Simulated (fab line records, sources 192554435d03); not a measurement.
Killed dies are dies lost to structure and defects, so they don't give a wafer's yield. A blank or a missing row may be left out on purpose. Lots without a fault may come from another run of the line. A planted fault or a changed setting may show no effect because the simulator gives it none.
fab line records | flow n5_finfet
record lots=8 wafers=23 last_day=19
route steps=1938 shown BEOL_M3@949 BEOL_M4@1111 PASSIVATION@1936
lots that met no fault: from a run of the same line without faults
start_h: hours from the record's first day to the start of the lot's first wafer shown | wait_h: hours since the lot's step before | " the same as in the row above | L1.1+2: a row that stands for several wafers | - no value, or no start given | * or withheld: withheld | < > ~ a bound
route shown NAME@n: a module of which the file shows steps, and the number in the route of the first | usual: mean/standard deviation of fault-free wafers | same: alike in all rows | chamber/n: place in a boat | sites: the reading at each site | _std_site: their standard deviation | _edge_site: outer sites' mean less inner sites' | radius_mm: how far each site lies from the wafer's centre | mask NAME#n: copy n | behind: the tool/chamber that last shaped the wafer | hold: why the lot was held/for how many hours/how that ended | device: the transistor (n, p or np) that didn't switch | end of line: the same wafers' tests at the end of the route | a step without rows: its recipe alone | killed: dies lost to structure and defects at the first sort, not the wafer's yield | map: a wafer's dies, x killed, . not, _ none there
set.NAME: the setting as run; set.NAME@STEP: as run at that earlier step | model.NAME: the simulator's own value behind a step, which no gauge read
steps of the route over a sample of lots; a table a step, a row a wafer
services: from which hour (start_h, from the record's first day; less than 0 if before it) a tool's chamber was out of use, for how many hours, and why
## steps
# step N5_BEOL_M3_ETCH_63
# recipe chemistry=CF4 target=SiARC target_depth_a=156 mask_material=CAR-EUV time_s=26 ion_energy_ev=80 pressure_mtorr=40 source_w=545 bias_w=36 Ar_flow_sccm=100 cf4_flow_sccm=100 ends=cleared
# usual chamber_pressure_mTorr=40.00/0.038 drypump_motor_current_A=5.9/0.42 etch_rf_on_time_s=26.0/0.46 mfc_ar_sccm=100.0/0.32 oes_product_au=0.65/0.052 rf_vpp_V=184.4/1.1 showerhead_plenum_p_Torr=2.16/0.052 throttle_valve_pct=15.66/0.15
# columns lot.wafer tool chamber start_h wait_h chamber_pressure_mTorr drypump_motor_current_A etch_rf_on_time_s mfc_ar_sccm oes_product_au rf_hours_counter_h rf_vpp_V showerhead_plenum_p_Torr throttle_valve_pct
L938.3 rie_diel-03 0 170.22 0.0 40.03 6.3 26.0 100.2 0.63 201 184.3 2.12 15.68
L938.4 " 2 " " 40.03 5.5 25.6 100.4 0.64 176 185.2 2.13 15.47
L938.6 " 0 " " 40.01 6.4 25.9 100.1 0.63 - 185.3 2.12 15.68
L942.1 rie_diel-04 1 200.20 0.0 39.95 6.1 26.4 100.6 0.64 150 182.5 2.14 15.79
L942.3 " 3 " " 39.99 6.4 26.4 100.8 0.60 180 184.4 2.13 15.58
L942.6 " 2 " " 40.00 6.5 26.3 99.6 0.61 - 184.8 2.12 15.60
L943.1 rie_diel-04 3 205.77 0.0 39.99 6.4 26.6 100.8 0.60 182 184.4 2.13 15.59
L943.3 " 2 " " 40.02 6.5 26.1 100.1 0.62 210 183.7 2.12 15.60
L943.4 " 1 " " 40.04 6.2 26.4 100.4 0.64 152 183.5 2.14 15.78
L944.3 rie_diel-03 1 223.76 0.0 39.95 6.0 25.2 100.7 0.74 49 184.2 2.09 15.44
L944.4 " 3 " " 40.00 5.6 25.8 100.6 0.59 222 184.5 2.11 15.78
L944.6 " 1 " " 40.07 6.0 25.4 100.6 0.73 - 183.5 2.09 15.43
L947.1 rie_diel-04 2 234.25 0.0 40.00 6.5 26.3 99.9 0.61 218 182.8 2.12 15.60
L947.3 " 3 " " 40.04 6.4 26.6 100.2 0.59 189 183.8 2.13 15.61
L952.1 rie_diel-05 2 261.94 0.0 40.02 5.7 26.5 100.0 0.60 224 183.5 2.20 15.91
L952.3 " 1 " " 39.98 5.8 26.0 100.2 0.61 191 186.1 2.21 15.75
L952.6 " 0 " " 40.04 5.2 26.4 100.5 0.66 - 183.3 2.15 15.80
L956.2 rie_diel-04 3 289.77 0.0 39.97 6.5 26.6 100.2 0.59 201 182.6 2.12 15.62
L956.5 " 1 " " 40.00 6.1 26.4 100.1 0.62 - 184.4 2.13 15.84
L956.6 " 2 " " 39.99 6.5 26.5 100.4 0.60 - 182.8 2.12 15.64
L955.1 rie_diel-04 3 291.58 0.0 40.01 6.5 26.9 99.8 0.58 201 182.5 2.12 15.62
L955.5 " 3 " " 40.00 6.4 26.8 100.0 0.59 - 184.6 2.12 15.62
L955.6 " 2 " " 39.92 6.5 26.4 99.7 0.59 - 184.1 2.12 15.66
# step N5_BEOL_M3_STRIP_66
# recipe chemistry=CF4 resist=SiARC power_w=300 bias_power_w=75 pressure_mtorr=50 cf4_flow_sccm=150 rf_frequency_hz=6e+07
# usual chamber_pressure_mTorr=50.00/0.046 drypump_motor_current_A=5.9/0.41 oes_product_au=0.75/0.054 rf_vpp_V=271.5/1.3 showerhead_plenum_p_Torr=1.81/0.043 throttle_valve_pct=13.64/0.16
# columns lot.wafer tool chamber start_h wait_h chamber_pressure_mTorr drypump_motor_current_A oes_product_au rf_hours_counter_h rf_vpp_V showerhead_plenum_p_Torr throttle_valve_pct
L938.3 rie_diel-03 0 170.38 0.0 49.99 6.3 0.73 201 271.2 1.78 13.70
L938.4 " 2 " " 50.05 5.5 0.73 176 270.8 1.79 13.48
L938.6 " 0 " " 49.91 6.3 0.72 - 270.9 1.78 13.69
L942.1 rie_diel-04 1 200.35 0.0 50.02 6.2 0.75 150 270.0 1.79 13.78
L942.3 " 3 " " 49.97 6.5 0.70 180 273.5 1.78 13.57
L942.6 " 2 " " 50.00 6.5 0.72 - 271.2 1.78 13.60
L943.1 rie_diel-04 3 205.92 0.0 49.91 6.4 0.70 182 270.0 1.78 13.57
L943.3 " 2 " " 49.96 6.5 0.72 210 270.7 1.78 13.62
L943.4 " 1 " " 50.01 6.1 0.75 152 271.7 1.79 13.78
L944.3 rie_diel-03 1 223.91 0.0 50.05 6.0 0.84 50 268.5 1.75 13.39
L944.4 " 3 " " 50.00 5.6 0.68 222 270.5 1.77 13.76
L944.6 " 1 " " 50.04 6.0 0.84 - 270.6 1.76 13.40
L947.1 rie_diel-04 2 234.40 0.0 50.00 6.5 0.71 218 271.3 1.78 13.62
L947.3 " 3 " " 50.05 6.4 0.70 189 270.9 1.78 13.59
L952.1 rie_diel-05 2 262.09 0.0 49.94 5.7 0.71 224 272.7 1.85 13.93
L952.3 " 1 " " 50.01 5.8 0.71 192 271.9 1.85 13.75
L952.6 " 0 " " 50.01 5.2 0.76 - 271.3 1.80 13.73
L956.2 rie_diel-04 3 289.93 0.0 50.03 6.4 0.69 201 270.1 1.78 13.63
L956.5 " 1 " " 49.97 6.2 0.72 - 271.0 1.79 13.85
L956.6 " 2 " " 50.07 6.5 0.70 - 270.4 1.78 13.68
L955.1 rie_diel-04 3 291.74 0.0 50.01 6.4 0.69 201 271.2 1.78 13.62
L955.5 " 3 " " 49.97 6.5 0.69 - 272.1 1.78 13.61
L955.6 " 2 " " 50.00 6.5 0.70 - 270.8 1.78 13.67
# step N5_BEOL_M3_STRIP_19
# recipe chemistry=O2 power_w=400 temp_c=40 pressure_mtorr=30 rf_frequency_hz=6e+07 bias_power_w=0 overash_fraction=0.2 o2_flow_sccm=225
# usual chamber_pressure_mTorr=30.001/0.027 drypump_motor_current_A=5.9/0.44 oes_product_au=0.76/0.058 rf_vpp_V=3.7/0.47 showerhead_plenum_p_Torr=2.13/0.057 throttle_valve_pct=16.72/0.14
# columns lot.wafer tool chamber start_h wait_h chamber_pressure_mTorr drypump_motor_current_A oes_product_au rf_hours_counter_h rf_vpp_V showerhead_plenum_p_Torr throttle_valve_pct
L938.3 rie_diel-03 1 170.53 0.1 30.013 6.0 0.88 34 3.6 2.06 16.52
L938.4 " 2 " " 29.992 5.5 0.75 176 4.6 2.09 16.55
L938.6 " 2 " " 29.955 5.4 0.75 - 4.2 2.09 16.55
L942.1 rie_diel-04 2 200.51 0.1 29.998 6.5 0.74 208 2.9 2.08 16.65
L942.3 " 0 " " 30.005 5.4 0.85 69 3.5 2.22 16.52
L942.6 " 0 " " 29.999 5.4 0.85 - 3.5 2.22 16.51
L943.1 rie_diel-04 3 206.08 0.1 29.995 6.4 0.70 182 3.8 2.09 16.69
L943.3 " 1 " " 30.002 6.2 0.75 152 3.7 2.10 16.88
L943.4 " 0 " " 30.009 5.4 0.84 70 3.6 2.22 16.51
L944.3 rie_diel-04 1 224.16 0.1 30.008 6.2 0.75 158 3.2 2.09 16.88
L944.4 " 0 " " 29.966 5.4 0.83 76 3.8 2.22 16.53
L944.6 " 0 " " 30.031 5.4 0.83 - 3.3 2.22 16.53
L947.1 rie_diel-03 2 234.56 0.1 29.995 5.5 0.73 196 3.2 2.09 16.58
L947.3 " 3 " " 29.999 5.6 0.69 225 3.2 2.07 16.87
L952.1 rie_diel-04 1 262.26 0.1 30.015 6.2 0.74 169 3.7 2.09 16.90
L952.3 " 2 " " 30.023 6.5 0.71 226 3.5 2.08 16.69
L952.6 " 1 " " 29.972 6.1 0.74 - 4.0 2.09 16.90
L956.2 rie_diel-05 2 290.10 0.1 29.975 5.8 0.71 231 2.8 2.15 16.97
L956.5 " 1 " " 29.971 5.8 0.71 - 3.0 2.17 16.81
L956.6 " 2 " " 30.017 5.8 0.70 - 4.0 2.15 16.97
L955.1 rie_diel-04 1 291.89 0.1 30.035 6.2 0.73 178 3.4 2.09 16.93
L955.5 " 3 " " 29.978 6.4 0.69 - 3.6 2.09 16.73
L955.6 " 2 " " 29.967 6.5 0.71 - 4.1 2.07 16.69
# step N5_BEOL_M3_VIA_ETCH_34
# recipe chemistry=C4F6/O2 target_depth_a=694 mask_material=SOC pressure_mtorr=15 ion_energy_ev=250 taper_deg=4 time_s=65.9 source_w=350 bias_w=170 Ar_flow_sccm=300 C4F6_flow_sccm=10 O2_flow_sccm=10
# usual chamber_pressure_mTorr=15.000/0.013 drypump_motor_current_A=5.9/0.42 mfc_ar_sccm=300.2/0.81 oes_product_au=0.76/0.057 rf_vpp_V=666/4.1 showerhead_plenum_p_Torr=2.87/0.075 throttle_valve_pct=30.74/0.19
# columns lot.wafer tool chamber start_h wait_h chamber_pressure_mTorr drypump_motor_current_A mfc_ar_sccm oes_product_au rf_hours_counter_h rf_vpp_V showerhead_plenum_p_Torr throttle_valve_pct
L938.3 rie_diel-05 2 172.72 0.0 15.012 5.7 299.9 0.73 197 671 2.92 30.88
L938.4 " 3 " " 15.016 5.7 300.0 0.86 49 672 3.00 30.73
L938.6 " 1 " " 14.997 5.8 298.2 0.73 - 661 2.95 30.76
L942.1 rie_diel-04 1 213.43 0.0 15.004 6.2 298.9 0.75 154 667 2.83 30.89
L942.3 " 2 " " 14.988 6.5 299.4 0.72 212 664 2.81 30.57
L942.6 " 2 " " 15.021 6.5 300.8 0.73 - 665 2.81 30.56
L943.1 rie_diel-04 0 215.32 0.0 14.988 5.4 300.8 0.84 73 669 2.99 30.50
L943.3 " 2 " " 15.008 6.5 300.4 0.73 213 665 2.81 30.58
L943.4 " 3 " " 15.010 6.4 301.6 0.70 184 659 2.83 30.74
L944.3 rie_diel-04 3 230.00 0.0 14.990 6.4 299.6 0.92 188 658 2.83 30.81
L944.4 " 0 " " 14.994 5.5 300.9 1.11 77 669 2.98 30.57
L944.6 " 3 " " 14.995 6.5 300.8 0.69 - 660 2.83 30.75
L947.1 rie_diel-04 2 244.86 0.0 14.985 6.5 301.3 0.72 221 665 2.81 30.59
L947.3 " 1 " " 15.004 6.2 299.8 1.00 163 665 2.83 30.95
L952.1 rie_diel-03 0 273.22 0.0 15.022 6.4 300.7 0.71 231 666 2.79 30.65
L952.3 " 3 " " 14.975 5.6 298.9 0.68 237 673 2.80 30.79
L952.6 " 1 " " 15.010 6.0 298.1 0.85 - 665 2.76 30.60
L955.1 rie_diel-03 2 305.53 0.0 15.011 5.5 300.0 0.71 214 662 2.81 30.52
L955.5 " 0 " " 14.981 6.4 301.7 0.70 - 665 2.79 30.66
L955.6 " 3 " " 15.023 5.6 299.7 0.68 - 675 2.80 30.81
L956.2 rie_diel-03 0 308.78 0.0 15.006 6.4 299.5 0.70 239 665 2.79 30.68
L956.5 " 1 " " 14.996 6.1 300.6 0.83 - 663 2.76 30.63
L956.6 " 0 " " 15.014 6.4 300.5 0.70 - 666 2.79 30.64
# step N5_BEOL_M4_RC_MEAS_101
# usual DIBL_N=36.1/1.3 DIBL_P=36.1/1.7 IOFF_N=0.154/0.022 IOFF_P=0.201/0.024 ION_N=675/8.9 ION_P=462/5.9 SS_N=71.5/0.49 SS_P=73.3/0.58 VT_N=250.0/2.7 VT_P=-251.3/2.7
# columns lot.wafer tool chamber start_h wait_h DIBL_N[mV/V] DIBL_P[mV/V] IOFF_N[nA/um] IOFF_P[nA/um] ION_N[uA/um] ION_P[uA/um] SS_N[mV/dec] SS_P[mV/dec] VT_N[mV] VT_P[mV]
L938.3 prober-01 0 193.75 0.3 35.5 35.7 0.139 0.213 673 460 72.1 73.3 251.8 -249.5
L938.4 " 0 " " 35.4 34.5 0.133 0.200 656 459 71.7 72.9 253.1 -248.3
L938.6 " 0 " " 35.1 34.4 0.133 0.200 663 461 71.3 72.8 249.9 -248.9
L942.1 prober-02 0 231.69 0.0 35.2 34.1 0.136 0.174 662 452 71.4 72.9 253.5 -250.5
L942.3 " 0 " " 35.0 35.0 0.151 0.192 672 460 71.7 73.4 252.1 -250.9
L942.6 " 0 " " 36.8 36.7 0.176 0.218 679 462 71.6 74.1 247.8 -250.6
L943.1 prober-01 0 234.47 0.0 36.3 35.6 0.127 0.182 662 455 71.1 72.7 252.8 -253.7
L943.3 " 0 " " 37.7 37.2 0.162 0.205 672 460 71.3 74.0 249.4 -252.9
L943.4 " 0 " " 34.9 33.8 0.116 0.165 664 455 70.9 72.9 253.7 -253.3
L944.3 prober-02 0 259.86 0.3 36.7 37.2 0.167 0.223 682 467 71.5 73.8 245.8 -248.0
L944.4 " 0 " " 34.8 33.9 0.126 0.174 671 460 70.7 72.4 251.2 -251.6
L944.6 " 0 " " 35.8 36.8 0.159 0.221 686 473 71.5 73.1 247.0 -249.2
L947.1 prober-02 0 261.64 0.0 36.6 35.2 0.166 0.215 678 455 71.7 73.0 246.1 -251.5
L947.3 " 0 " " 36.9 35.6 0.167 0.219 681 465 71.5 73.0 246.6 -250.9
L952.1 prober-01 0 289.51 0.0 35.4 35.5 0.150 0.197 676 465 71.8 72.6 249.4 -252.2
L952.3 " 0 " " 34.2 33.2 0.120 0.163 666 456 71.3 72.9 252.3 -252.5
L952.6 " 0 " " 36.5 36.5 0.167 0.208 680 468 72.3 73.0 248.5 -249.7
L955.1 prober-02 0 319.48 0.0 38.7 39.5 0.196 0.268 696 478 72.4 73.9 244.5 -245.7
L955.5 " 0 " " 37.4 38.0 0.174 0.247 681 470 72.2 73.6 245.3 -248.8
L955.6 " 0 " " 36.1 36.4 0.147 0.211 670 464 71.9 73.0 251.1 -247.4
L956.2 prober-01 0 322.61 0.2 35.0 35.5 0.129 0.156 667 456 71.1 73.3 251.5 -255.6
L956.5 " 0 " " 35.0 36.1 0.136 0.168 678 460 71.8 72.9 249.9 -253.4
L956.6 " 0 " " 35.9 36.4 0.141 0.169 677 462 72.3 73.3 250.5 -256.6
# step N5_PASSIVATION_PROBE_49
# usual defect_limited_yield=90.9/1.3 killed_at_M0_to_M3=35/10 killed_at_M4_up=15/5.7 killed_at_contacts=14/6.4 killed_at_front_end=40/11 killed_at_other=4/3.1 killed_dies=108/16 killed_on_rim=14/3.6 killed_open=71/11 killed_short=34/7.7 sort_bin_5_function=5.4/0.9 sort_bin_6_memory=3.4/0.61 sort_n_pass=1072/16 sort_yield_pct=90.9/1.3
# same gross_dies=1180 killed_at_back_side=0 sort_bin_4_leakage[%]=0 sort_bin_8_speed[%]=0
# columns lot.wafer tool chamber start_h wait_h defect_limited_yield[%] killed_at_M0_to_M3 killed_at_M4_up killed_at_contacts killed_at_front_end killed_at_other killed_dies killed_on_rim killed_open killed_short sort_bin_5_function[%] sort_bin_6_memory[%] sort_n_pass sort_yield_pct[%]
L938.3 prober-01 - 295.43 0.1 89.2 48 21 9 44 6 128 18 86 38 6.7 3.6 1052 89.2
L938.4 prober-01 - 295.48 0.2 91.6 41 15 12 29 2 99 12 65 31 5.4 2.9 1081 91.6
L938.6 prober-01 - 295.58 0.3 91.4 46 15 6 33 1 101 11 64 35 5.3 3.1 1079 91.4
L942.1 prober-02 - 337.86 0.0 91.1 63 8 2 30 2 105 12 66 39 6.0 2.5 1075 91.1
L942.3 prober-02 - 337.96 0.1 90.2 29 13 10 63 1 116 8 76 34 5.1 3.8 1064 90.2
L942.6 prober-02 - 338.11 0.3 90.5 51 15 8 36 2 112 14 77 35 5.7 3.3 1068 90.5
L943.1 prober-02 - 354.88 0.0 91.0 35 3 16 44 8 106 12 76 30 5.3 3.5 1074 91.0
L943.3 prober-02 - 354.98 0.1 90.1 31 12 11 62 1 117 23 81 35 5.5 4.1 1063 90.1
L943.4 prober-02 - 355.03 0.2 90.6 44 9 4 52 2 111 15 71 38 5.9 3.0 1069 90.6
L944.3 prober-02 - 370.63 0.1 93.1 25 11 10 28 7 81 13 48 33 4.1 2.0 1099 93.1
L944.4 prober-02 - 370.68 0.2 91.9 29 25 5 34 3 96 9 65 30 4.6 3.1 1084 91.9
L944.6 prober-02 - 370.78 0.3 89.1 24 22 21 39 23 129 18 85 41 6.6 3.9 1051 89.1
L947.1 prober-02 - 373.08 0.0 91.5 40 10 19 28 3 100 13 70 30 5.5 2.8 1080 91.5
L947.3 prober-02 - 373.18 0.1 92.9 22 8 10 38 6 84 15 56 21 3.3 3.1 1096 92.9
L952.1 prober-01 - 400.08 0.0 87.6 40 18 27 51 10 146 17 83 57 7.5 4.1 1034 87.6
L952.3 prober-01 - 400.18 0.1 89.9 33 18 16 45 7 119 16 79 39 6.4 3.2 1061 89.9
L952.6 prober-01 - 400.33 0.3 90.5 35 18 11 48 0 112 15 68 41 5.0 3.9 1068 90.5
L955.1 prober-01 - 426.59 0.0 89.7 38 15 11 56 1 121 17 77 42 6.1 3.8 1059 89.7
L955.5 prober-01 - 426.79 0.2 90.3 28 11 12 60 4 115 10 73 37 5.7 3.1 1065 90.3
L955.6 prober-01 - 426.84 0.3 90.6 38 13 12 44 4 111 12 74 32 6.1 3.1 1069 90.6
L956.2 prober-01 - 447.36 0.1 90.4 39 24 16 33 1 113 13 82 29 5.9 3.3 1067 90.4
L956.5 prober-01 - 447.51 0.2 93.0 23 8 15 36 1 83 9 57 26 3.9 2.6 1097 93.0
L956.6 prober-01 - 447.56 0.3 90.3 46 12 16 40 0 114 16 72 41 5.0 4.3 1066 90.3
# killed by level:class
L938.3 BEOL_M4:geometric_particle:open=12 BEOL_M0_SAQP:geometric_particle:short=11 FIN_SAQP:geometric_particle:open=10 STI_FIN_REVEAL:geometric_particle:open=9 MOL_CONTACT_COAG:geometric_particle:open=9 FIN_SAQP:geometric_particle:short=8 BEOL_M0:geometric_particle:open=8 BEOL_M3:geometric_particle:open=7
L938.4 BEOL_M2:geometric_particle:open=13 MOL_CONTACT_COAG:geometric_particle:open=10 BEOL_M3:geometric_particle:open=9 STI_FIN_REVEAL:geometric_particle:open=8 FIN_SAQP:geometric_particle:open=6 FIN_SAQP:geometric_particle:short=5 BEOL_M0_SAQP:geometric_particle:short=5 BEOL_M4:geometric_particle:open=5
L938.6 BEOL_M3:geometric_particle:open=13 FIN_SAQP:geometric_particle:open=10 FIN_SAQP:geometric_particle:short=8 BEOL_M2:geometric_particle:open=7 BEOL_M1:geometric_particle:short=6 BEOL_M0_SAQP:geometric_particle:open=6 BEOL_M4:geometric_particle:open=6 STI_FIN_REVEAL:geometric_particle:open=4
L942.1 BEOL_M3:geometric_particle:open=19 BEOL_M0_SAQP:geometric_particle:open=14 BEOL_M0_SAQP:geometric_particle:short=9 FIN_SAQP:geometric_particle:short=8 STI_FIN_REVEAL:geometric_particle:open=6 BEOL_M1:geometric_particle:open=5 BEOL_M0:geometric_particle:short=4 BEOL_M2:geometric_particle:open=4
L942.3 STI_FIN_REVEAL:geometric_particle:open=15 FIN_SAQP:geometric_particle:open=11 FIN_SAQP:geometric_particle:short=10 BEOL_M1:geometric_particle:open=10 GATE_CUT:geometric_particle:short=9 MOL_CONTACT_COAG:geometric_particle:open=9 BEOL_M3:geometric_particle:open=7 HKMG_FIN:area_etch=6
L942.6 STI_FIN_REVEAL:geometric_particle:open=11 BEOL_M0_SAQP:geometric_particle:open=10 FIN_SAQP:geometric_particle:short=9 BEOL_M1:geometric_particle:open=9 FIN_SAQP:geometric_particle:open=8 BEOL_M4:geometric_particle:open=8 BEOL_M2:geometric_particle:open=7 MOL_CONTACT_COAG:geometric_particle:open=7
L943.1 MOL_CONTACT_COAG:geometric_particle:open=16 FIN_SAQP:geometric_particle:short=11 STI_FIN_REVEAL:geometric_particle:open=11 BEOL_M3:geometric_particle:open=9 BEOL_M0_SAQP:geometric_particle:short=6 BEOL_M0_SAQP:geometric_particle:open=6 FIN_SAQP:geometric_particle:open=5 BEOL_M0:geometric_particle:open=5
L943.3 FIN_SAQP:geometric_particle:open=20 FIN_SAQP:geometric_particle:short=14 BEOL_M4:geometric_particle:open=9 BEOL_M2:geometric_particle:open=9 MOL_CONTACT_COAG:geometric_particle:open=8 BEOL_M3:geometric_particle:open=6 GATE_CUT:geometric_particle:open=5 BEOL_M0_SAQP:geometric_particle:short=5
L943.4 FIN_SAQP:geometric_particle:open=15 STI_FIN_REVEAL:geometric_particle:open=10 BEOL_M0_SAQP:geometric_particle:short=10 BEOL_M2:geometric_particle:open=10 FIN_SAQP:geometric_particle:short=7 BEOL_M1:geometric_particle:open=7 BEOL_M3:geometric_particle:open=7 GATE_CUT:geometric_particle:short=6
L944.3 MOL_CONTACT_COAG:geometric_particle:open=9 BEOL_M0_SAQP:geometric_particle:short=7 BEOL_M3:geometric_particle:open=6 FIN_SAQP:geometric_particle:open=5 BEOL_M1:geometric_particle:short=4 BEOL_M4:geometric_particle:open=4 FIN_SAQP:geometric_particle:short=3 STI_FIN_REVEAL:geometric_particle:open=3
L944.4 BEOL_M4:geometric_particle:open=8 FIN_SAQP:geometric_particle:open=7 BEOL_M3:geometric_particle:open=7 BEOL_M1:geometric_particle:open=6 BEOL_M4:geometric_particle:short=6 BEOL_M0_SAQP:geometric_particle:open=5 BEOL_M2:geometric_particle:open=5 FIN_SAQP:geometric_particle:short=4
L944.6 MOL_CONTACT_COAG:geometric_particle:open=16 PASS1_CAP:geometric_particle:open=13 BEOL_M4:geometric_particle:open=11 FIN_SAQP:geometric_particle:open=9 PASS1_CAP:geometric_particle:short=8 BEOL_M0_SAQP:geometric_particle:short=7 STI_FIN_REVEAL:geometric_particle:open=6 STARTING-WAFER:geometric_particle:short=5
L947.1 MOL_CONTACT_COAG:geometric_particle:open=12 BEOL_M1:geometric_particle:open=11 BEOL_M0_SAQP:geometric_particle:open=8 MOL_CONTACT_COAG:geometric_particle:short=7 FIN_SAQP:geometric_particle:open=6 STI_FIN_REVEAL:geometric_particle:open=5 BEOL_M0_SAQP:geometric_particle:short=5 BEOL_M3:geometric_particle:open=5
L947.3 MOL_CONTACT_COAG:geometric_particle:open=9 FIN_SAQP:geometric_particle:open=8 FIN_SAQP:geometric_particle:short=7 STI_FIN_REVEAL:geometric_particle:open=7 BEOL_M1:geometric_particle:open=7 HKMG_FIN:area_etch=6 BEOL_M2:geometric_particle:open=4 BEOL_M0_SAQP:geometric_particle:open=3
L952.1 MOL_CONTACT_COAG:geometric_particle:open=18 BEOL_M0_SAQP:geometric_particle:open=11 BEOL_M1:geometric_particle:open=10 MOL_CONTACT_COAG:geometric_particle:short=9 BEOL_M0_SAQP:geometric_particle:short=8 BEOL_M4:geometric_particle:open=8 STI_FIN_REVEAL:geometric_particle:short=7 STI_FIN_REVEAL:geometric_particle:open=7
L952.3 MOL_CONTACT_COAG:geometric_particle:open=14 BEOL_M2:geometric_particle:open=12 FIN_SAQP:geometric_particle:short=12 STI_FIN_REVEAL:geometric_particle:open=10 BEOL_M3:geometric_particle:open=7 FIN_SAQP:geometric_particle:open=6 BEOL_M4:geometric_particle:open=6 BEOL_M0_SAQP:geometric_particle:open=4
L952.6 FIN_SAQP:geometric_particle:short=11 BEOL_M1:geometric_particle:open=8 MOL_CONTACT_COAG:geometric_particle:open=8 STI_FIN_REVEAL:geometric_particle:open=8 GATE_CUT:geometric_particle:short=8 BEOL_M4:geometric_particle:open=7 BEOL_M0_SAQP:geometric_particle:open=5 BEOL_M0_SAQP:geometric_particle:short=5
L955.1 BEOL_M3:geometric_particle:open=14 FIN_SAQP:geometric_particle:open=11 DUMMY_GATE:geometric_particle:open=9 GATE_CUT:geometric_particle:short=9 MOL_CONTACT_COAG:geometric_particle:open=9 FIN_SAQP:geometric_particle:short=7 STI_FIN_REVEAL:geometric_particle:open=6 BEOL_M4:geometric_particle:open=5
L955.5 STI_FIN_REVEAL:geometric_particle:open=15 MOL_CONTACT_COAG:geometric_particle:open=10 FIN_SAQP:geometric_particle:open=9 BEOL_M3:geometric_particle:open=8 FIN_SAQP:geometric_particle:short=6 BEOL_M0_SAQP:geometric_particle:short=5 HKMG_FIN:area_etch=5 FIN_CUT:geometric_particle:open=4
L955.6 BEOL_M3:geometric_particle:open=16 STI_FIN_REVEAL:geometric_particle:open=12 MOL_CONTACT_COAG:geometric_particle:open=9 GATE_CUT:geometric_particle:short=7 GATE_CUT:geometric_particle:open=6 FIN_SAQP:geometric_particle:short=5 BEOL_M0_SAQP:geometric_particle:open=4 BEOL_M4:geometric_particle:open=4
L956.2 BEOL_M0_SAQP:geometric_particle:open=14 MOL_CONTACT_COAG:geometric_particle:open=13 BEOL_M4:geometric_particle:open=13 DUMMY_GATE:geometric_particle:open=9 BEOL_M3:geometric_particle:open=6 BEOL_M0:geometric_particle:open=6 FIN_SAQP:geometric_particle:open=5 BEOL_M0_SAQP:geometric_particle:short=4
L956.5 FIN_SAQP:geometric_particle:open=12 MOL_CONTACT_COAG:geometric_particle:open=11 BEOL_M0_SAQP:geometric_particle:open=8 BEOL_M3:geometric_particle:open=8 FIN_SAQP:geometric_particle:short=5 MOL_CONTACT_COAG:geometric_particle:short=4 BEOL_M4:geometric_particle:open=4 STARTING-WAFER:geometric_particle:open=4
L956.6 BEOL_M0_SAQP:geometric_particle:short=18 FIN_SAQP:geometric_particle:open=16 BEOL_M0_SAQP:geometric_particle:open=13 MOL_CONTACT_COAG:geometric_particle:open=12 FIN_SAQP:geometric_particle:short=7 BEOL_M0:geometric_particle:open=7 DUMMY_GATE:geometric_particle:open=4 BEOL_M3:geometric_particle:open=4
## services
# columns tool chamber start_h hours kind
rie_diel-03 1 235.73 2.8 repair
rie_diel-03 - 252.66 2.8 pm
rie_diel-04 3 264.39 11.2 repair
rie_diel-04 0 290.08 9.8 repair
rie_diel-03 3 308.45 5.8 repair
## key
first_sign step=N5_BEOL_M3_VIA_ETCH_34 reading=oes_product_au direction=up sigmas=4.4 usual=0.76 struck=1.01
effect none on later readings
met_at N5_BEOL_M3_VIA_ETCH_34
struck_lots L944,L947
struck_wafers L944.3,L944.4,L947.3
not_acting_at N5_BEOL_M3_ETCH_63,N5_BEOL_M3_STRIP_66,N5_BEOL_M3_STRIP_19
onset_between 215.32 230.00
fault kind=process_parameter_drift tool=rie_diel-04 chamber=- onset_h=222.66 steps=N5_BEOL_M3_VIA_ETCH_34 channel=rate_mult offset=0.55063 shape=step end_h=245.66 scope=struck_wafers_only
